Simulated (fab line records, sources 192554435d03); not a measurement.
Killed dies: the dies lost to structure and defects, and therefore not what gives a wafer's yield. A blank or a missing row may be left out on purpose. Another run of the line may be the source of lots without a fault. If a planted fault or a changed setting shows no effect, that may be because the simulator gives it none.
Which tool is to blame? ; flow n5Finfet ; Sampling: 11 lots, 30 wafers, 2 of 1938 route steps

WHAT THE GAUGES SHOWED, per wafer
N5_BEOL_M14_CD_MEAS_10: the cd target is 250 nm.
lot;measured;on;cdNm (nm)
L596;day 10 12:20;cdSem-02;253.9 252.2
L598;day 10 18:58;cdSem-02;246.3 249.1
L597;day 10 19:54;cdSem-02;249.8 249.6 247.8
L599;day 11 12:51;cdSem-02;249.1 247.3 247.3
L601;day 11 20:56;cdSem-03;250.7 249.7 247.3
L605;day 12 14:42;cdSem-02;252.6 247.7 250.7
L604;day 12 16:31;cdSem-02;252.1 248.6
L606;day 12 17:59;cdSem-03;247.9 249.4 246.9
L607;day 13 05:24;cdSem-02;247.1 245.7 247.0
L618;day 16 01:22;cdSem-01;250.4 249.5 250.7
L619;day 16 15:31;cdSem-02;248.8 249.4 249.1

TOOL THAT RAN EACH LOT (tool first, then ch and the chambers of the sampled wafers, then the start)
lot;N5_BEOL_M14_ILD_DEP_00
L596;pecvd-02 ch 0, day 10 11:29
L598;pecvd-01 ch 0,1, day 10 18:28
L597;pecvd-01 ch 0,1, day 10 19:17
L599;pecvd-04 ch 1,2, day 11 12:16
L601;pecvd-01 ch 1,2, day 11 20:26
L605;pecvd-02 ch 0,1,2, day 12 14:17
L604;pecvd-02 ch 0,2, day 12 16:01
L606;pecvd-04 ch 0,1,2, day 12 17:29
L607;pecvd-04 ch 0,1,2, day 13 04:46
L618;pecvd-02 ch 1,2, day 16 00:52
L619;pecvd-01 ch 0,1, day 16 15:01
- N5_BEOL_M14_ILD_DEP_00: deposits SiO2 from TEOS/O2, target thk 1119.3 nm, time 237.4 s.

THE ANSWER, worked out from the rows above alone
Rule: usual is defined by the lots themselves. The widest of any qualifying gaps counts: lots, ordered by their means at a reading, are off when they make up no more than a third of the lots, leave a main group of 4 or more, and stand apart from it by 3 or more times the standard deviation of that group's means. A main group whose means are all the same, to the digits that the tables above print for the reading, isn't used. Also off: a lot with no number at a reading for which 4 or more lots have one. Where the step has rows for the other lots, those lots are counted as sound.
No lot is off on any of the readings shown, so nothing can be concluded from this.

WHAT WAS PUT IN BY THE SIMULATOR
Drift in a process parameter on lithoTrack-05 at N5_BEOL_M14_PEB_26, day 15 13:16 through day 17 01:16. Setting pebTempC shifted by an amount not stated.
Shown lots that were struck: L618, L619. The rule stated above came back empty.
